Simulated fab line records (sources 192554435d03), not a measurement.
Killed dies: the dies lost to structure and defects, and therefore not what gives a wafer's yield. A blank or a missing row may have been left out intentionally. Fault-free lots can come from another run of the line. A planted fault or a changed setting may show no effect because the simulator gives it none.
fab line records    flow n5Finfet
record: lots: 10  wafers: 30  lastDay: 18
route steps=1938 shown BEOL_M2@922 BEOL_M3@931 BEOL_M4@1111 PASSIVATION@1936
lots with no fault: from the same line, run without faults
startH: hours from the record's first day to the start of the lot's first wafer shown    waitH: hours from the lot's prior step to this one    " repeats the value in the row above    L1.1+2: a single row standing in for several wafers    - no value, or no start was given    * or withheld: withheld    < > ~ a bound
route shown NAME@n: a module of which the file shows steps, and the number in the route of the first    usual: the fault-free wafers' mean and standard deviation    same: alike in all rows    chamber/n: place in a boat    sites: the reading at each site    _std_site: their standard deviation    _edge_site: outer sites' mean less inner sites'    radiusMm: how far each site lies from the wafer's centre    mask NAME#n: copy n    behind: the tool/chamber that last shaped the wafer    hold: why the lot was held/for how many hours/how that ended    device: which transistor (n, p or np) failed to switch    end of line: the route-end tests of the same wafers    a step given without rows: its recipe and nothing more    killed: dies lost to structure and defects at the first sort, not the wafer's yield    map: a wafer's dies, x killed, . not, _ none there
set.NAME: the setting as run; set.NAME@STEP: as run at that earlier step    model.NAME: the simulator's own value behind a step, which no gauge read
route steps across a sampled set of lots; one table per step, one row per wafer
services: a tool's chamber out of use, with start hour (startH, from the record's first day; less than 0 if before it), hours out, and reason
== steps ==
step: N5_BEOL_M2_ANNEAL_51
recipe: tempC: 225  timeS: 90  ambient: N2
usual: wafer_temp_C_max: 225.9/0.33
lot.wafer  tool          chamber  startH  waitH  wafer_temp_C_max
L715.1     rtpAnneal-01  0        143.87  0.1    226.5
L715.3     "             0        "       "      226.5
L715.6     "             0        "       "      226.6
L717.2     rtpAnneal-01  0        172.58  0.1    226.1
L717.3     "             0        "       "      226.5
L717.6     "             0        "       "      226.1
L718.1     rtpAnneal-01  0        175.65  0.2    226.1
L718.2     "             0        "       "      226.0
L718.4     "             0        "       "      226.2
L721.2     rtpAnneal-02  0        179.01  0.2    225.4
L721.3     "             0        "       "      225.5
L721.4     "             0        "       "      225.7
L722.1     rtpAnneal-02  0        186.88  0.1    225.7
L722.3     "             0        "       "      225.6
L722.6     "             0        "       "      225.4
L725.1     rtpAnneal-01  0        204.74  0.1    226.7
L725.2     "             0        "       "      226.4
L725.5     "             0        "       "      226.2
L730.2     rtpAnneal-01  0        236.40  0.1    226.1
L730.4     "             0        "       "      225.8
L730.6     "             0        "       "      226.0
L731.1     rtpAnneal-02  0        245.99  0.1    225.6
L731.2     "             0        "       "      225.7
L731.6     "             0        "       "      225.5
L734.1     rtpAnneal-02  0        256.91  0.1    226.0
L734.3     "             0        "       "      225.3
L734.4     "             0        "       "      225.8
L735.1     rtpAnneal-02  0        280.23  0.1    226.1
L735.3     "             0        "       "      225.6
L735.6     "             0        "       "      225.8
step: N5_BEOL_M3_ILD_DEP_00
recipe: material: SiOC  targetThkA: 790  tempC: 350  precursor: DEMS/O2  pressureTorr: 5  rfW: 500  timeS: 15.3
usual: heaterPowerW: 522/86  showerheadPlenumPTorr: 5.696/0.014  throttleValvePct: 11.8/0.47
lot.wafer  tool      chamber  startH  waitH  heaterPowerW  showerheadPlenumPTorr  throttleValvePct
L715.1     pecvd-01  0        144.78  0.0    499           5.680                  12.4
L715.3     "         1        "       "      422           5.671                  11.7
L715.6     "         1        "       "      423           5.673                  11.8
L717.2     pecvd-03  1        173.50  0.0    527           5.698                  12.0
L717.3     "         0        "       "      352           5.686                  12.7
L717.6     "         0        "       "      358           5.698                  12.8
L718.1     pecvd-03  0        176.64  0.0    363           5.678                  12.5
L718.2     "         1        "       "      479           5.695                  12.2
L718.4     "         0        "       "      375           5.680                  12.9
L721.2     pecvd-02  1        179.90  0.0    664           5.720                  12.1
L721.3     "         1        "       "      658           5.717                  12.0
L721.4     "         2        "       "      647           5.699                  11.2
L722.1     pecvd-01  1        187.80  0.0    435           5.683                  11.7
L722.3     "         0        "       "      469           5.685                  12.6
L722.6     "         0        "       "      476           5.693                  12.2
L725.1     pecvd-01  2        205.66  0.0    532           5.712                  11.6
L725.2     "         0        "       "      436           5.691                  11.8
L725.5     "         1        "       "      384           5.681                  11.8
L730.2     pecvd-02  0        237.42  0.0    489           5.711                  12.3
L730.4     "         0        "       "      488           5.706                  12.2
L730.6     "         1        "       "      641           5.719                  12.4
L731.1     pecvd-01  1        246.90  0.0    393           5.670                  11.8
L731.2     "         2        "       "      548           5.702                  11.3
L731.6     "         0        "       "      453           5.689                  12.2
L734.1     pecvd-01  0        257.83  0.0    493           5.682                  12.1
L734.3     "         1        "       "      449           5.662                  11.9
L734.4     "         0        "       "      512           5.694                  12.4
L735.1     pecvd-02  1        281.16  0.0    603           5.723                  12.1
L735.3     "         0        "       "      484           5.678                  12.0
L735.6     "         0        "       "      502           5.697                  11.9
step: N5_BEOL_M3_OVL_MEAS_12
recipe: pointsPerWafer: 522
usual: M3_OVL: -0.1/0.61
same: pointsPerWafer: 522
lot.wafer  tool        chamber  startH  waitH  M3_OVL[nm]
L715.1     overlay-01  0        145.95  0.0    -0.4
L715.3     "           0        "       "      -0.1
L715.6     "           0        "       "      0.4
L717.2     overlay-02  0        175.94  0.0    0.3
L717.3     "           0        "       "      1.1
L717.6     "           0        "       "      0.2
L718.1     overlay-02  0        178.99  0.0    0.2
L718.2     "           0        "       "      0.1
L718.4     "           0        "       "      1.0
L721.2     overlay-01  0        180.95  0.0    -0.2
L721.3     "           0        "       "      0.4
L721.4     "           0        "       "      -0.5
L722.1     overlay-01  0        188.76  0.0    0.2
L722.3     "           0        "       "      0.8
L722.6     "           0        "       "      0.2
L725.1     overlay-01  0        206.67  0.0    -0.4
L725.2     "           0        "       "      -0.6
L725.5     "           0        "       "      0.2
L730.2     overlay-01  0        240.37  0.0    -0.7
L730.4     "           0        "       "      0.2
L730.6     "           0        "       "      0.1
L731.1     overlay-01  0        247.85  0.0    -1.6
L731.2     "           0        "       "      -0.9
L731.6     "           0        "       "      -0.5
L734.1     overlay-01  0        262.02  0.0    0.1
L734.3     "           0        "       "      -0.9
L734.4     "           0        "       "      -0.1
L735.1     overlay-01  0        283.48  0.0    0.5
L735.3     "           0        "       "      0.6
L735.6     "           0        "       "      0.3
step: N5_BEOL_M3_ETCH_64
recipe: chemistry: N2/H2  target: SOC  targetDepthA: 750  overetchA: 150  maskMaterial: SiARC  tempC: 40  timeS: 112.5  ionEnergyEv: 200  pressureMtorr: 30  sourceW: 840  biasW: 150  n2FlowSccm: 200  h2FlowSccm: 200
usual: biasW: 150.0/0.45  drypumpMotorCurrentA: 5.8/0.5  oesProductAu: 0.62/0.058  rfVppV: 524.9/2.3  showerheadPlenumPTorr: 2.58/0.082  throttleValvePct: 17.77/0.25
lot.wafer  tool        chamber  startH  waitH  biasW  drypumpMotorCurrentA  oesProductAu  rfHoursCounterH  rfVppV  showerheadPlenumPTorr  throttleValvePct
L715.1     rieDiel-02  3        146.12  0.0    150.5  6.6                   0.73          19               528.1   2.72                   17.65
L715.3     "           0        "       "      149.9  5.1                   0.56          188              523.4   2.52                   18.15
L715.6     "           0        "       "      150.5  5.1                   0.56          -                522.8   2.52                   18.15
L717.2     rieDiel-02  0        176.11  0.0    149.5  5.1                   0.55          197              522.9   2.51                   18.18
L717.3     "           3        "       "      150.8  6.6                   0.72          28               527.3   2.71                   17.67
L717.6     "           0        "       "      149.8  5.1                   0.55          -                522.6   2.51                   18.16
L718.1     rieDiel-02  0        179.21  0.0    149.3  5.1                   0.55          198              524.1   2.51                   18.19
L718.2     "           3        "       "      150.0  6.6                   0.72          29               528.2   2.71                   17.67
L718.4     "           2        "       "      149.9  6.6                   0.71          22               524.9   2.61                   17.51
L721.2     rieDiel-03  2        181.30  0.0    150.5  5.0                   0.64          102              524.4   2.55                   17.80
L721.3     "           3        "       "      149.8  5.6                   0.70          35               528.7   2.70                   17.53
L721.4     "           1        "       "      149.7  6.0                   0.59          169              520.8   2.42                   17.89
L722.1     rieDiel-03  2        188.94  0.0    149.9  5.0                   0.63          105              524.7   2.55                   17.80
L722.3     "           0        "       "      150.1  6.0                   0.60          166              522.0   2.54                   17.87
L722.6     "           3        "       "      150.1  5.7                   0.69          -                529.2   2.70                   17.54
L725.1     rieDiel-02  1        206.84  0.0    149.6  5.4                   0.66          71               525.0   2.58                   17.47
L725.2     "           0        "       "      150.2  5.1                   0.55          208              523.0   2.51                   18.18
L725.5     "           1        "       "      149.3  5.4                   0.66          -                523.8   2.58                   17.48
L730.2     rieDiel-03  1        240.55  0.0    150.0  6.0                   0.59          187              520.0   2.41                   17.93
L730.4     "           3        "       "      150.3  5.7                   0.68          53               527.8   2.69                   17.56
L730.6     "           1        "       "      150.1  6.0                   0.59          -                520.7   2.41                   17.93
L731.1     rieDiel-02  2        248.02  0.0    149.9  6.6                   0.68          43               525.8   2.60                   17.54
L731.2     "           1        "       "      150.6  5.4                   0.65          84               524.8   2.57                   17.48
L731.6     "           2        "       "      150.5  6.6                   0.68          -                525.7   2.60                   17.51
L734.1     rieDiel-02  3        262.21  0.0    149.9  6.7                   0.69          53               528.1   2.70                   17.72
L734.3     "           1        "       "      158.6  5.4                   0.64          89               542.2   2.57                   17.49
L734.4     "           0        "       "      149.9  5.1                   0.54          226              523.1   2.50                   18.21
L735.1     rieDiel-02  3        283.96  0.0    150.6  6.6                   0.69          60               527.3   2.70                   17.73
L735.3     "           1        "       "      158.8  5.4                   0.64          95               543.2   2.57                   17.52
L735.6     "           1        "       "      158.3  5.4                   0.64          -                543.1   2.57                   17.52
step: N5_BEOL_M4_RC_MEAS_101
usual: DIBL_N: 35.9/1.4  DIBL_P: 35.9/1.7  IOFF_N: 0.160/0.026  IOFF_P: 0.21/0.036  ION_N: 672/11  ION_P: 461/8.1  SS_N: 71.4/0.54  SS_P: 73.2/0.67  VT_N: 249.3/2.7  VT_P: -250/3.9
lot.wafer  tool       chamber  startH  waitH  DIBL_N[mV/V]  DIBL_P[mV/V]  IOFF_N[nA/um]  IOFF_P[nA/um]  ION_N[uA/um]  ION_P[uA/um]  SS_N[mV/dec]  SS_P[mV/dec]  VT_N[mV]  VT_P[mV]
L715.1     prober-01  0        161.63  0.0    35.5          35.6          0.172          0.26           685           473           71.3          73.5          250.0     -243
L715.3     "          0        "       "      34.1          33.7          0.148          0.23           678           478           71.3          73.0          248.9     -246
L715.6     "          0        "       "      34.8          34.4          0.159          0.24           681           474           71.0          72.9          248.9     -244
L717.2     prober-01  0        192.44  0.2    34.8          34.6          0.127          0.20           660           460           71.4          71.7          253.8     -248
L717.3     "          0        "       "      36.4          37.3          0.172          0.26           683           474           71.5          73.3          250.2     -246
L717.6     "          0        "       "      32.5          32.9          0.114          0.19           669           470           70.7          72.3          250.5     -247
L718.1     prober-02  0        196.80  0.0    36.3          36.2          0.161          0.22           674           462           71.1          74.1          249.6     -247
L718.2     "          0        "       "      38.0          39.1          0.208          0.28           682           465           72.0          73.7          246.3     -248
L718.4     "          0        "       "      36.7          35.7          0.169          0.21           674           454           71.8          73.2          250.4     -247
L721.2     prober-01  0        197.59  0.2    35.8          37.4          0.168          0.24           689           473           71.4          73.3          248.0     -249
L721.3     "          0        "       "      37.2          38.3          0.183          0.24           681           463           71.7          73.6          246.9     -247
L721.4     "          0        "       "      35.4          36.6          0.158          0.21           666           459           70.7          73.8          249.3     -252
L722.1     prober-01  0        208.68  0.0    36.4          34.8          0.153          0.20           671           464           71.4          73.4          250.6     -250
L722.3     "          0        "       "      36.4          35.9          0.160          0.23           677           474           71.3          73.2          248.7     -247
L722.6     "          0        "       "      35.4          34.2          0.147          0.20           670           465           70.6          72.6          249.6     -246
L725.1     prober-02  0        230.17  0.0    35.7          35.9          0.157          0.21           667           456           71.3          73.0          250.1     -247
L725.2     "          0        "       "      34.4          34.8          0.137          0.20           666           463           70.3          73.0          248.8     -248
L725.5     "          0        "       "      33.6          33.0          0.122          0.17           648           452           71.2          71.8          253.3     -251
L730.2     prober-02  0        255.08  0.2    34.8          35.3          0.136          0.16           656           454           71.0          73.2          249.6     -255
L730.4     "          0        "       "      34.5          34.6          0.142          0.16           669           453           70.9          73.3          250.4     -254
L730.6     "          0        "       "      34.4          35.7          0.152          0.17           681           458           71.0          72.9          247.1     -254
L731.1     prober-01  0        265.84  0.0    36.9          35.9          0.178          0.21           678           461           72.2          73.9          247.4     -249
L731.2     "          0        "       "      35.4          34.5          0.158          0.20           664           453           72.0          72.6          249.4     -252
L731.6     "          0        "       "      35.4          34.0          0.147          0.18           662           445           71.9          73.1          252.3     -254
L734.1     prober-01  0        288.39  0.0    35.5          35.9          0.162          0.25           663           465           72.1          72.7          249.5     -243
L734.3     "          0        "       "      37.5          38.4          0.193          0.28           680           472           72.4          74.2          248.3     -244
L734.4     "          0        "       "      35.4          35.7          0.156          0.24           667           462           71.2          72.8          249.9     -248
L735.1     prober-02  0        309.35  0.0    36.1          34.4          0.142          0.15           664           450           70.9          72.8          249.5     -258
L735.3     "          0        "       "      37.1          36.0          0.142          0.17           643           441           71.9          73.1          253.3     -254
L735.6     "          0        "       "      37.0          36.6          0.158          0.18           674           450           71.8          73.2          248.2     -255
step: N5_PASSIVATION_PROBE_49
usual: defectLimitedYield: 90.9/1.5  killed_at_M0_to_M3: 35/10  killed_at_M4_up: 14/5.2  killedAtContacts: 13/7.3  killedAtFrontEnd: 42/12  killedAtOther: 3.4/2.5  killedDies: 108/18  killedOpen: 70/13  killedShort: 35/8  sort_bin_5_function: 5.4/1  sort_bin_6_memory: 3.4/0.71  sortNPass: 1072/18  sortYieldPct: 90.9/1.5
same: grossDies: 1180  killedAtBackSide: 0  sort_bin_4_leakage[%]: 0  sort_bin_8_speed[%]: 0
lot.wafer  tool       chamber  startH  waitH  defectLimitedYield[%]  killed_at_M0_to_M3  killed_at_M4_up  killedAtContacts  killedAtFrontEnd  killedAtOther  killedDies  killedOpen  killedShort  sort_bin_5_function[%]  sort_bin_6_memory[%]  sortNPass  sortYieldPct[%]
L715.1     prober-02  -        273.68  0.0    93.1                   25                  12               11                28                6              82          49          32           3.3                     3.3                   1098       93.1
L715.3     prober-02  -        273.78  0.1    92.8                   18                  16               14                33                4              85          57          26           4.9                     1.9                   1095       92.8
L715.6     prober-02  -        273.93  0.3    91.5                   19                  23               10                42                6              100         70          24           4.9                     3.2                   1080       91.5
L717.2     prober-01  -        294.16  0.1    92.0                   38                  13               6                 28                9              94          58          28           4.9                     2.5                   1086       92.0
L717.3     prober-01  -        294.21  0.1    92.2                   38                  13               18                22                1              92          60          28           4.5                     3.1                   1088       92.2
L717.6     prober-01  -        294.36  0.3    92.5                   32                  11               19                25                2              89          58          29           4.1                     2.9                   1091       92.5
L718.1     prober-02  -        294.98  0.0    91.2                   61                  15               7                 21                0              104         62          40           5.2                     3.3                   1076       91.2
L718.2     prober-02  -        295.03  0.1    91.6                   35                  11               11                37                5              99          57          37           5.3                     2.5                   1081       91.6
L718.4     prober-02  -        295.13  0.2    93.2                   23                  18               3                 36                0              80          61          15           4.1                     2.6                   1100       93.2
L721.2     prober-01  -        299.93  0.1    92.5                   46                  9                9                 21                3              88          45          41           4.4                     2.5                   1092       92.5
L721.3     prober-01  -        299.98  0.1    91.3                   49                  14               10                29                1              103         65          38           4.7                     3.6                   1077       91.3
L721.4     prober-01  -        300.03  0.2    92.6                   48                  13               4                 20                2              87          54          32           4.3                     2.8                   1093       92.6
L722.1     prober-02  -        320.97  0.0    92.4                   43                  12               7                 22                6              90          62          28           4.9                     2.4                   1090       92.4
L722.3     prober-02  -        321.07  0.1    91.8                   30                  14               6                 47                0              97          67          26           5.3                     2.8                   1083       91.8
L722.6     prober-02  -        321.22  0.3    90.1                   37                  25               5                 48                2              117         77          39           6.2                     3.6                   1063       90.1
L725.1     prober-01  -        338.34  0.0    89.5                   47                  23               16                32                6              124         88          36           6.4                     3.7                   1056       89.5
L725.2     prober-01  -        338.39  0.1    90.8                   44                  13               11                39                2              109         69          39           5.5                     3.5                   1071       90.8
L725.5     prober-01  -        338.54  0.2    88.1                   39                  25               18                58                0              140         101         38           7.2                     4.5                   1040       88.1
L730.2     prober-02  -        361.47  0.1    93.1                   31                  10               8                 31                1              81          61          20           3.5                     3.2                   1099       93.1
L730.4     prober-02  -        361.57  0.2    88.2                   41                  14               10                68                6              139         98          40           7.0                     4.4                   1041       88.2
L730.6     prober-02  -        361.67  0.3    90.7                   30                  16               18                43                3              110         77          32           4.9                     3.7                   1070       90.7
L731.1     prober-02  -        376.57  0.0    89.1                   48                  25               11                39                6              129         86          43           6.2                     4.1                   1051       89.1
L731.2     prober-02  -        376.62  0.1    90.9                   39                  14               19                32                3              107         77          29           5.3                     3.4                   1073       90.9
L731.6     prober-02  -        376.82  0.3    90.3                   53                  14               14                32                2              115         71          43           5.8                     3.3                   1065       90.3
L734.1     prober-01  -        405.70  0.0    92.4                   19                  7                10                47                7              90          59          26           4.6                     2.9                   1090       92.4
L734.3     prober-01  -        405.80  0.1    93.6                   26                  11               1                 34                3              75          45          27           3.8                     2.5                   1105       93.6
L734.4     prober-01  -        405.85  0.2    89.8                   37                  9                10                64                0              120         82          32           6.8                     2.9                   1060       89.8
L735.1     prober-01  -        425.81  0.0    88.6                   41                  23               13                55                2              134         85          45           5.6                     5.1                   1046       88.6
L735.3     prober-01  -        425.91  0.1    88.1                   55                  18               9                 57                1              140         103         34           7.6                     3.9                   1040       88.1
L735.6     prober-01  -        426.06  0.3    87.5                   38                  18               12                78                1              147         90          55           7.5                     4.7                   1033       87.5
killed by level:class
L715.1 MOL_CONTACT_COAG:geometricParticle:open=7 BEOL_M3:geometricParticle:open=7 FIN_SAQP:geometricParticle:short=6 BEOL_M0_SAQP:geometricParticle:short=6 BEOL_M1:geometricParticle:open=5 STI_FIN_REVEAL:geometricParticle:open=4 ILD0:geometricParticle:open=4 MOL_CONTACT_COAG:geometricParticle:short=4
L715.3 MOL_CONTACT_COAG:geometricParticle:open=14 BEOL_M4:geometricParticle:open=13 GATE_CUT:geometricParticle:short=7 FIN_SAQP:geometricParticle:open=6 FIN_SAQP:geometricParticle:short=5 BEOL_M0_SAQP:geometricParticle:open=4 BEOL_M0_SAQP:geometricParticle:short=4 ILD0:geometricParticle:short=3
L715.6 FIN_SAQP:geometricParticle:open=17 BEOL_M4:geometricParticle:open=17 MOL_CONTACT_COAG:geometricParticle:open=6 BEOL_M0_SAQP:geometricParticle:open=5 FIN_SAQP:geometricParticle:short=4 BEOL_M3:geometricParticle:open=4 STARTING-WAFER:geometricParticle:open=4 BEOL_M0:geometricParticle:open=3
L717.2 BEOL_M0_SAQP:geometricParticle:open=9 STI_FIN_REVEAL:geometricParticle:open=7 BEOL_M3:geometricParticle:open=6 PASS1_CAP:geometricParticle:short=6 FIN_SAQP:geometricParticle:open=5 MOL_CONTACT_COAG:geometricParticle:open=5 BEOL_M0:geometricParticle:open=5 BEOL_M1:geometricParticle:open=4
L717.3 MOL_CONTACT_COAG:geometricParticle:open=13 BEOL_M1:geometricParticle:open=9 FIN_SAQP:geometricParticle:open=6 BEOL_M1:geometricParticle:short=5 BEOL_M3:geometricParticle:open=5 MOL_CONTACT_COAG:geometricParticle:short=4 BEOL_M0_SAQP:geometricParticle:short=4 BEOL_M0:geometricParticle:open=4
L717.6 MOL_CONTACT_COAG:geometricParticle:open=17 BEOL_M3:geometricParticle:open=11 FIN_SAQP:geometricParticle:open=9 BEOL_M1:geometricParticle:open=5 BEOL_M0_SAQP:geometricParticle:short=4 BEOL_M1:geometricParticle:short=4 BEOL_M4:geometricParticle:open=4 FIN_SAQP:geometricParticle:short=3
L718.1 BEOL_M0_SAQP:geometricParticle:short=21 BEOL_M0_SAQP:geometricParticle:open=17 BEOL_M2:geometricParticle:open=11 MOL_CONTACT_COAG:geometricParticle:open=7 GATE_CUT:geometricParticle:open=5 BEOL_M4:geometricParticle:open=5 FIN_SAQP:geometricParticle:short=4 BEOL_M2:geometricParticle:short=4
L718.2 BEOL_M0_SAQP:geometricParticle:short=13 BEOL_M0_SAQP:geometricParticle:open=9 MOL_CONTACT_COAG:geometricParticle:open=8 FIN_SAQP:geometricParticle:open=7 FIN_SAQP:geometricParticle:short=6 GATE_CUT:geometricParticle:open=5 GATE_CUT:geometricParticle:short=5 STI_FIN_REVEAL:geometricParticle:open=4
L718.4 FIN_SAQP:geometricParticle:open=11 BEOL_M0_SAQP:geometricParticle:open=8 BEOL_M4:geometricParticle:open=8 STI_FIN_REVEAL:geometricParticle:open=5 BEOL_M2:geometricParticle:open=5 STARTING-WAFER:geometricParticle:open=5 FIN_SAQP:geometricParticle:short=4 DUMMY_GATE:geometricParticle:open=4
L721.2 BEOL_M0_SAQP:geometricParticle:short=16 BEOL_M0_SAQP:geometricParticle:open=11 FIN_SAQP:geometricParticle:short=6 MOL_CONTACT_COAG:geometricParticle:open=6 BEOL_M3:geometricParticle:open=6 FIN_SAQP:geometricParticle:open=3 STI_FIN_REVEAL:geometricParticle:open=3 BEOL_M4:geometricParticle:open=3
L721.3 BEOL_M0_SAQP:geometricParticle:open=15 BEOL_M0_SAQP:geometricParticle:short=12 BEOL_M2:geometricParticle:open=11 BEOL_M5:geometricParticle:open=7 STI_FIN_REVEAL:geometricParticle:open=6 MOL_CONTACT_COAG:geometricParticle:short=5 MOL_CONTACT_COAG:geometricParticle:open=5 FIN_SAQP:geometricParticle:short=4
L721.4 BEOL_M0_SAQP:geometricParticle:short=13 BEOL_M0_SAQP:geometricParticle:open=10 BEOL_M4:geometricParticle:open=7 BEOL_M1:geometricParticle:open=6 BEOL_M3:geometricParticle:open=6 STARTING-WAFER:geometricParticle:open=6 BEOL_M3:geometricParticle:short=5 DUMMY_GATE:geometricParticle:open=4
L722.1 BEOL_M0_SAQP:geometricParticle:open=17 BEOL_M0_SAQP:geometricParticle:short=9 BEOL_M2:geometricParticle:open=7 MOL_CONTACT_COAG:geometricParticle:open=6 BEOL_M4:geometricParticle:open=6 FIN_SAQP:geometricParticle:short=4 GATE_CUT:geometricParticle:short=4 BEOL_M3:geometricParticle:open=4
L722.3 GATE_CUT:geometricParticle:short=11 FIN_SAQP:geometricParticle:open=10 BEOL_M2:geometricParticle:open=10 BEOL_M0_SAQP:geometricParticle:open=6 STI_FIN_REVEAL:geometricParticle:open=5 MOL_CONTACT_COAG:geometricParticle:open=5 ILD0:geometricParticle:open=4 GATE_CUT:geometricParticle:open=4
L722.6 BEOL_M4:geometricParticle:open=11 STI_FIN_REVEAL:geometricParticle:open=10 BEOL_M0_SAQP:geometricParticle:open=9 BEOL_M1:geometricParticle:open=9 BEOL_M2:geometricParticle:open=7 BEOL_M8:geometricParticle:open=6 FIN_SAQP:geometricParticle:short=5 BEOL_M0_SAQP:geometricParticle:short=5
L725.1 FIN_SAQP:geometricParticle:open=13 MOL_CONTACT_COAG:geometricParticle:open=13 BEOL_M2:geometricParticle:short=9 BEOL_M5:geometricParticle:open=8 BEOL_M0_SAQP:geometricParticle:open=8 BEOL_M2:geometricParticle:open=8 BEOL_M1:geometricParticle:open=7 BEOL_M0_SAQP:geometricParticle:short=7
L725.2 FIN_SAQP:geometricParticle:open=12 MOL_CONTACT_COAG:geometricParticle:open=9 BEOL_M3:geometricParticle:open=8 FIN_SAQP:geometricParticle:short=6 BEOL_M0_SAQP:geometricParticle:open=6 BEOL_M0_SAQP:geometricParticle:short=6 BEOL_M3:geometricParticle:short=6 BEOL_M4:geometricParticle:open=6
L725.5 FIN_SAQP:geometricParticle:open=23 FIN_SAQP:geometricParticle:short=15 BEOL_M4:geometricParticle:open=14 MOL_CONTACT_COAG:geometricParticle:open=14 BEOL_M2:geometricParticle:open=9 BEOL_M3:geometricParticle:open=9 BEOL_M0_SAQP:geometricParticle:short=8 STI_FIN_REVEAL:geometricParticle:open=7
L730.2 BEOL_M2:geometricParticle:open=15 FIN_SAQP:geometricParticle:short=6 STI_FIN_REVEAL:geometricParticle:open=6 MOL_CONTACT_COAG:geometricParticle:open=6 FIN_SAQP:geometricParticle:open=5 BEOL_M3:geometricParticle:open=5 STARTING-WAFER:geometricParticle:open=4 BEOL_M4:geometricParticle:open=4
L730.4 FIN_SAQP:geometricParticle:open=15 BEOL_M0_SAQP:geometricParticle:open=13 BEOL_M0_SAQP:geometricParticle:short=13 STI_FIN_REVEAL:geometricParticle:open=11 FIN_SAQP:geometricParticle:short=10 DUMMY_GATE:geometricParticle:open=10 MOL_CONTACT_COAG:geometricParticle:open=9 GATE_CUT:geometricParticle:short=6
L730.6 STI_FIN_REVEAL:geometricParticle:open=13 MOL_CONTACT_COAG:geometricParticle:open=13 BEOL_M0_SAQP:geometricParticle:open=10 FIN_SAQP:geometricParticle:open=9 BEOL_M4:geometricParticle:open=8 FIN_SAQP:geometricParticle:short=6 BEOL_M0_SAQP:geometricParticle:short=6 MOL_CONTACT_COAG:geometricParticle:short=5
L731.1 BEOL_M4:geometricParticle:open=22 BEOL_M0_SAQP:geometricParticle:short=12 BEOL_M1:geometricParticle:open=11 STI_FIN_REVEAL:geometricParticle:open=10 BEOL_M0_SAQP:geometricParticle:open=9 MOL_CONTACT_COAG:geometricParticle:open=7 DUMMY_GATE:geometricParticle:open=5 BEOL_M3:geometricParticle:open=5
L731.2 MOL_CONTACT_COAG:geometricParticle:open=12 BEOL_M4:geometricParticle:open=12 BEOL_M0_SAQP:geometricParticle:open=10 BEOL_M1:geometricParticle:open=9 FIN_SAQP:geometricParticle:open=8 MOL_CONTACT_COAG:geometricParticle:short=6 BEOL_M0_SAQP:geometricParticle:short=6 FIN_SAQP:geometricParticle:short=5
L731.6 BEOL_M0_SAQP:geometricParticle:open=15 BEOL_M0_SAQP:geometricParticle:short=14 MOL_CONTACT_COAG:geometricParticle:open=10 BEOL_M2:geometricParticle:open=9 FIN_SAQP:geometricParticle:open=8 BEOL_M1:geometricParticle:open=6 BEOL_M4:geometricParticle:open=6 FIN_SAQP:geometricParticle:short=5
L734.1 DUMMY_GATE:geometricParticle:open=10 STI_FIN_REVEAL:geometricParticle:open=8 BEOL_M3:geometricParticle:open=7 FIN_SAQP:geometricParticle:open=6 MOL_CONTACT_COAG:geometricParticle:open=6 GATE_CUT:geometricParticle:short=5 MOL_CONTACT_COAG:geometricParticle:short=4 STARTING-WAFER:geometricParticle:short=4
L734.3 FIN_SAQP:geometricParticle:open=12 FIN_SAQP:geometricParticle:short=9 BEOL_M2:geometricParticle:open=7 BEOL_M1:geometricParticle:short=5 BEOL_M3:geometricParticle:open=5 BEOL_M4:geometricParticle:open=5 BEOL_M1:geometricParticle:open=3 STARTING-WAFER:geometricParticle:short=3
L734.4 BEOL_M3:geometricParticle:open=13 DUMMY_GATE:geometricParticle:open=11 FIN_SAQP:geometricParticle:short=10 FIN_SAQP:geometricParticle:open=10 MOL_CONTACT_COAG:geometricParticle:open=8 BEOL_M2:geometricParticle:open=7 GATE_CUT:geometricParticle:open=6 FIN_CUT:geometricParticle:open=5
L735.1 FIN_SAQP:geometricParticle:short=11 FIN_SAQP:geometricParticle:open=11 MOL_CONTACT_COAG:geometricParticle:open=11 STI_FIN_REVEAL:geometricParticle:open=10 BEOL_M4:geometricParticle:open=10 GATE_CUT:geometricParticle:short=8 BEOL_M2:geometricParticle:open=7 BEOL_M0_SAQP:geometricParticle:open=6
L735.3 BEOL_M2:geometricParticle:open=20 STI_FIN_REVEAL:geometricParticle:open=18 FIN_SAQP:geometricParticle:open=10 BEOL_M4:geometricParticle:open=10 BEOL_M0:geometricParticle:open=7 MOL_CONTACT_COAG:geometricParticle:open=7 BEOL_M3:geometricParticle:open=6 GATE_CUT:geometricParticle:short=6
L735.6 STI_FIN_REVEAL:geometricParticle:open=20 FIN_SAQP:geometricParticle:open=14 GATE_CUT:geometricParticle:short=14 BEOL_M2:geometricParticle:open=9 BEOL_M4:geometricParticle:open=9 FIN_SAQP:geometricParticle:short=8 MOL_CONTACT_COAG:geometricParticle:open=8 BEOL_M0_SAQP:geometricParticle:short=7
== services ==
tool        chamber  startH  hours  kind
pecvd-03    2        138.28  2.1    scheduledDown
pecvd-02    -        149.20  1.5    repair
pecvd-02    0        162.79  21.3   repair
rieDiel-03  -        163.99  0.5    repair
pecvd-02    -        174.89  0.7    repair
rieDiel-03  2        175.88  5.3    repair
pecvd-01    -        178.63  6.0    pm
pecvd-02    -        185.19  4.3    pm
rieDiel-02  3        190.09  4.6    repair
pecvd-01    2        207.56  17.3   repair
pecvd-03    -        212.33  5.2    repair
pecvd-01    0        214.99  5.0    scheduledDown
pecvd-02    1        234.64  2.1    scheduledDown
rieDiel-03  0        236.50  2.5    repair
rieDiel-02  1        266.25  1.6    repair
pecvd-03    -        266.75  2.8    pm
pecvd-01    0        270.45  -      calibration
== key ==
firstSign: step: N5_BEOL_M3_ETCH_64  reading: biasW  direction: up  sigmas: 19  usual: *  struck: *
effect: step: N5_BEOL_M3_ETCH_64  reading: rfVppV  direction: up  sigmas: 7.8  usual: 524.9  struck: 542.9
metAt N5_BEOL_M3_ETCH_64
struckLots L734,L735
struckWafers L734.3,L735.3,L735.6
notActingAt N5_BEOL_M2_ANNEAL_51,N5_BEOL_M3_ILD_DEP_00,N5_BEOL_M3_OVL_MEAS_12
onsetBetween 248.02 262.21
fault: kind: processParameterDrift  tool: rieDiel-02  chamber: 1  onsetH: 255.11  steps: N5_BEOL_M3_ETCH_64  channel: biasW  offset: *  shape: step  endH: 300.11  actsIn: *  stated: *
